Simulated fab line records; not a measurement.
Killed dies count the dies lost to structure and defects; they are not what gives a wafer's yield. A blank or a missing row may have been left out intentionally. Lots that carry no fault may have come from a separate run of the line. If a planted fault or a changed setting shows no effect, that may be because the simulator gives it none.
Struck lot and sound lot, side by side -- flow nand harc -- 43 steps out of a route of 1159
Sound: these wafers, L735.1, L735.3, L735.6. Struck: wafer L739.6; the same lot's L739.3 was not struck, so it is left out; see the end for the cause.
At each step with rows: each side's tool, then ch and its chambers, then its first start. Under that, the readings that differ: sound wafers -- struck wafers -- difference of the means -- sigmas: that difference in standard deviations of wafers without a fault.
alike: words and numbers the same on both sides, and readings whose means are apart by under 2 such deviations; not compared: readings that were withheld, readings missing a value for some wafer, numbers with overlapping values and no deviation given by the record, and bounds like >300 which may hide the same value.
A row with sigmas, a row that says differs or no value, or rows on one side alone: a step with any of these is where the two part. Non-overlapping numbers with no deviation appear without sigmas and do not part them. Lack of a reading on every wafer of one side parts them only where that side has two or more wafers.

first, 1 step without rows for these wafers: NHARC_A_CONTACT_ETCH_121 (etches the open film in C4F8/O2/Ar, time 94 s, target depth 922 nm).
NHARC_A_CONTACT_ETCH_122: etches the open film in C4F8/O2/Ar, time 95 s, target depth 930 nm.
  sound on har cap etch-03 ch 0, day 17 13:22; struck on har cap etch-02 ch 1, day 18 16:00
  not compared: rf hours counter h
then, 2 steps without rows for these wafers: NHARC_A_CONTACT_ETCH_123 (etches the open film in C4F8/O2/Ar, time 253 s, target depth 1090 nm); NHARC_A_CONTACT_ETCH_90 (etches the open film in CH3F/O2, target depth 40 nm, time 85.7 s).
NHARC_A_CONTACT_ETCH_96: etches the open film in C4F6/O2, target depth 20 nm, time 10 s.
  sound on rie diel-11 ch 0,3, day 17 14:13; struck on rie diel-13 ch 1
reading,sound,struck,difference,sigmas
throttle valve pct (%),26.911 26.903 26.911,26.886,-0.022,-2
  alike: drypump motor current A, oes product au, rf vpp V, showerhead plenum p Torr
  not compared: rf hours counter h
NHARC_A_CONTACT_CD_MEAS_53:
  struck on cd sem-03, day 18 16:53; sound on cd sem-02, day 17 14:18
  alike: cd nm
then, 6 steps without rows for these wafers: NHARC_A_CONTACT_STRIP_99 (strips in N2/H2); NHARC_A_CONTACT_STRIP_100 (strips in CF4/CHF3); NHARC_A_CONTACT_STRIP_101 (strips in O2/COS); NHARC_A_CONTACT_ETCH_102 (etches the open film in CF4/O2, target depth 70 nm, overetch 7 nm, time 38.5 s); NHARC_A_CONTACT_STRIP_55 (strips in O2); NHARC_A_CONTACT_STRIP_56 (strips in post etch residue remover, time 600 s).
NHARC_A_CONTACT_DEP_57: deposits aC, target thk 2800 nm.
  sound on acl dep-01 ch 0, day 17 15:16; struck on acl dep-01 ch 0, day 18 18:46
  alike: throttle valve pct
then, 11 steps without rows for these wafers: NHARC_A_CONTACT_DEP_58 (deposits SiON, target thk 60 nm); NHARC_A_CONTACT_DEHYDRATE_59 (time 120 s); NHARC_A_CONTACT_HMDS_60 (time 30 s); NHARC_A_CONTACT_COAT_61 (time 75 s); NHARC_A_CONTACT_COAT_62 (time 65 s); NHARC_A_CONTACT_COAT_63 (resist thk 90 nm); NHARC_A_CONTACT_SOFTBAKE_64 (time 55 s); NHARC_A_CONTACT_EBR_65; NHARC_A_CONTACT_EXPOSE_66 (exposes mask A CC 2); NHARC_A_CONTACT_PEB_67 (peb time 65 s); NHARC_A_CONTACT_DEVELOP_68 (develop time 35 s).
NHARC_A_CONTACT_CD_MEAS_69: target cd 200 nm.
  sound on cd sem-03 ch 0, day 17 17:46; struck on cd sem-03 ch 0, day 18 20:40
  alike: cd nm
NHARC_A_CONTACT_OVL_MEAS_70:
  struck on overlay-01, day 18 20:45; sound on overlay-01, day 17 17:52
  alike: overlay x nm, overlay y nm
NHARC_A_CONTACT_INSPECT_71:
  struck on defect inspect-02, day 18 20:47; sound on defect inspect-01, day 17 17:53
  alike: raw defect count
then, 10 steps without rows for these wafers: NHARC_A_CONTACT_DESCUM_74 (chemistry O2, time 3 s); NHARC_A_CONTACT_ETCH_75 (etches the open film in CF4, target depth 39 nm, time 65 s); NHARC_A_CONTACT_ETCH_76 (etches the open film in N2/H2, target depth 260 nm, time 475.3 s); NHARC_A_CONTACT_ETCH_77 (etches the open film in CF4/CHF3, target depth 72.6 nm, time 36.3 s); NHARC_A_CONTACT_ETCH_78 (etches the open film in O2/COS, target depth 2800 nm, time 728 s); NHARC_A_CONTACT_ETCH_124 (etches the open film in C4F8/O2/Ar, time 140 s, target depth 700 nm); NHARC_A_CONTACT_ETCH_125 (etches the open film in C4F8/O2/Ar, time 155 s, target depth 956 nm); NHARC_A_CONTACT_ETCH_126 (etches the open film in C4F8/O2/Ar, time 155 s, target depth 956 nm); NHARC_A_CONTACT_ETCH_127 (etches the open film in C4F8/O2/Ar, time 155 s, target depth 956 nm); NHARC_A_CONTACT_ETCH_128 (etches the open film in C4F8/O2/Ar, time 155 s, target depth 956 nm).
NHARC_A_CONTACT_ETCH_129: etches the open film in C4F8/O2/Ar, time 155 s, target depth 956 nm.
  sound on har cap etch-02 ch 0,1, day 17 19:56; struck on har cap etch-02 ch 1, day 18 22:47
  not compared: rf hours counter h
NHARC_A_CONTACT_ETCH_130: etches the open film in C4F8/O2/Ar, time 155 s, target depth 956 nm.
  sound on har cap etch-02 ch 0,1, day 17 20:04; struck on har cap etch-02 ch 1, day 18 22:55
  not compared: rf hours counter h
then, 2 steps without rows for these wafers: NHARC_A_CONTACT_ETCH_131 (etches the open film in C4F8/O2/Ar, time 155 s, target depth 956 nm); NHARC_A_CONTACT_ETCH_132 (etches the open film in C4F8/O2/Ar, time 156 s, target depth 958 nm).
NHARC_A_CONTACT_ETCH_133: etches the open film in C4F8/O2/Ar, time 195 s, target depth 840 nm.
  sound on har cap etch-02 ch 0,1, day 17 20:31; struck on har cap etch-02 ch 1, day 18 23:23
  not compared: rf hours counter h
-- jump in the record: it breaks off in module A_CONTACT and resumes in module END (first step shown: number 1159 of the route), and 3 days separate the struck wafers' starts before and after --
NHARC_END_SORT_01:
  here the record holds rows for the struck wafers (prober-02 ch 0, day 21 13:33) but none for the sound ones

== WHERE THEY PART ==
At NHARC_A_CONTACT_ETCH_96 first; at NHARC_END_SORT_01 last (within this record only).

WHY: the cause the simulator had injected
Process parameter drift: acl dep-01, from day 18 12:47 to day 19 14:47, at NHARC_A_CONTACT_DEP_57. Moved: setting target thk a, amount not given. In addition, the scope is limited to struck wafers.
